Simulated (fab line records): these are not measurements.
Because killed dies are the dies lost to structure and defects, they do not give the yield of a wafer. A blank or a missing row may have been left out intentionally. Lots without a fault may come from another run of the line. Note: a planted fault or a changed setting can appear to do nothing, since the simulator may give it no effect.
Matching of chambers / flow n5Finfet / N5_BEOL_M11_PECVD_70 on pecvd-04 has 3 sister chambers
The step deposits SiO2 from TEOS/O2, target thk 20 nm, time 22.7 s. 6 wafers are shown with their chamber, then 7 later ones without.

== EACH WAFER AND ITS CHAMBER ==
wafer=L137.2; chamber=2; throttleValvePct (%)=20.3; showerheadPlenumPTorr (Torr)=8.76
wafer=L137.4; chamber=0; throttleValvePct (%)=22.7; showerheadPlenumPTorr (Torr)=8.75
wafer=L136.3; chamber=2; throttleValvePct (%)=20.4; showerheadPlenumPTorr (Torr)=8.76
wafer=L136.5; chamber=1; throttleValvePct (%)=22.6; showerheadPlenumPTorr (Torr)=8.73
wafer=L138.2; chamber=0; throttleValvePct (%)=23.0; showerheadPlenumPTorr (Torr)=8.76
wafer=L138.3; chamber=1; throttleValvePct (%)=22.8; showerheadPlenumPTorr (Torr)=8.71

== WAFERS MISSING THEIR CHAMBER ==
wafer=L138.4; throttleValvePct (%)=20.2; showerheadPlenumPTorr (Torr)=8.75
wafer=L139.1; throttleValvePct (%)=22.9; showerheadPlenumPTorr (Torr)=8.75
wafer=L139.5; throttleValvePct (%)=22.7; showerheadPlenumPTorr (Torr)=8.78
wafer=L139.6; throttleValvePct (%)=20.6; showerheadPlenumPTorr (Torr)=8.78
wafer=L151.2; throttleValvePct (%)=22.6; showerheadPlenumPTorr (Torr)=8.70
wafer=L151.5; throttleValvePct (%)=22.9; showerheadPlenumPTorr (Torr)=8.71
wafer=L151.6; throttleValvePct (%)=23.1; showerheadPlenumPTorr (Torr)=8.76

== EACH ONE'S CHAMBER ==
wafer=L138.4; from the rows above=2; in truth=2
wafer=L139.1; from the rows above=0; in truth=0
wafer=L139.5; from the rows above=0; in truth=0
wafer=L139.6; from the rows above=2; in truth=2
wafer=L151.2; from the rows above=1; in truth=1
wafer=L151.5; from the rows above=1; in truth=1
wafer=L151.6; from the rows above=0; in truth=0
7 of 7 placed correctly. Not placeable from these rows: 0. Number placed wrongly: 0.
How it was worked out, from the rows above alone: a wafer's distance from a chamber is the root of the sum, over the readings, of the square of ((its reading less the chamber's mean) divided by the reading's scatter). If the next closest chamber is less than 2 further off than the closest, the wafer can't be placed; otherwise it belongs to the closest. Each chamber's mean is taken over the wafers shown for it. How the scatter is found: for the shown wafers, subtract from each reading the mean of its chamber, square and add these, divide the total by (wafers less chambers), then take the root.
